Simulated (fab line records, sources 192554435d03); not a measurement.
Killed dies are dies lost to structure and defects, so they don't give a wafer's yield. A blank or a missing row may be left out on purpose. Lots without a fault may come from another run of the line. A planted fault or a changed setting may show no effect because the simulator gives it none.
Which tool did it? | flow n5_finfet | 11 lots, 33 wafers sampled, at 1 step of a route of 1938

WHAT THE GAUGES READ, wafer by wafer
N5_BEOL_M6_CD_MEAS_28: target cd 40 nm.
lot  | measured     | on        | cd_nm (nm)
L503 | day 8 19:03  | cd_sem-02 | 40.05 39.97 39.73
L504 | day 8 19:46  | cd_sem-02 | 40.46 40.06 39.96
L507 | day 9 15:29  | cd_sem-02 | 40.12 40.26 39.96
L511 | day 10 14:44 | cd_sem-01 | 40.32 40.58 39.76
L512 | day 11 05:54 | cd_sem-03 | 40.44 40.28 39.87
L519 | day 12 13:29 | cd_sem-03 | 39.87 39.94 39.91
L521 | day 12 14:56 | cd_sem-02 | 40.30 39.68 39.94
L518 | day 12 17:54 | cd_sem-02 | 39.52 40.08 40.05
L525 | day 14 09:49 | cd_sem-03 | 39.79 40.00 40.47
L524 | day 14 19:01 | cd_sem-02 | 39.99 39.93 39.66
L526 | day 14 23:29 | cd_sem-01 | 40.35 40.20 39.90

WHICH TOOL RAN EACH LOT (tool, then ch and the chambers of the sampled wafers, then the start)
The record holds no process step before these readings.

THE ANSWER, worked out from the rows above alone
Rule: what is usual is taken from the lots themselves. Put in order of their means at a reading, lots are off if they are a third of the lots or fewer, leave a main group of 4 or more, and stand apart from it by a gap of 3 or more times the standard deviation of the main group's means; of several such gaps the widest counts. A main group whose means are all the same, to the digits that the tables above print for the reading, isn't used. A lot without any number at a reading at which 4 lots or more have one is off too. The other lots that the step has rows for count as sound.
No lot is off at any reading shown: from this, nothing can be told.

WHAT THE SIMULATOR HAD PUT IN
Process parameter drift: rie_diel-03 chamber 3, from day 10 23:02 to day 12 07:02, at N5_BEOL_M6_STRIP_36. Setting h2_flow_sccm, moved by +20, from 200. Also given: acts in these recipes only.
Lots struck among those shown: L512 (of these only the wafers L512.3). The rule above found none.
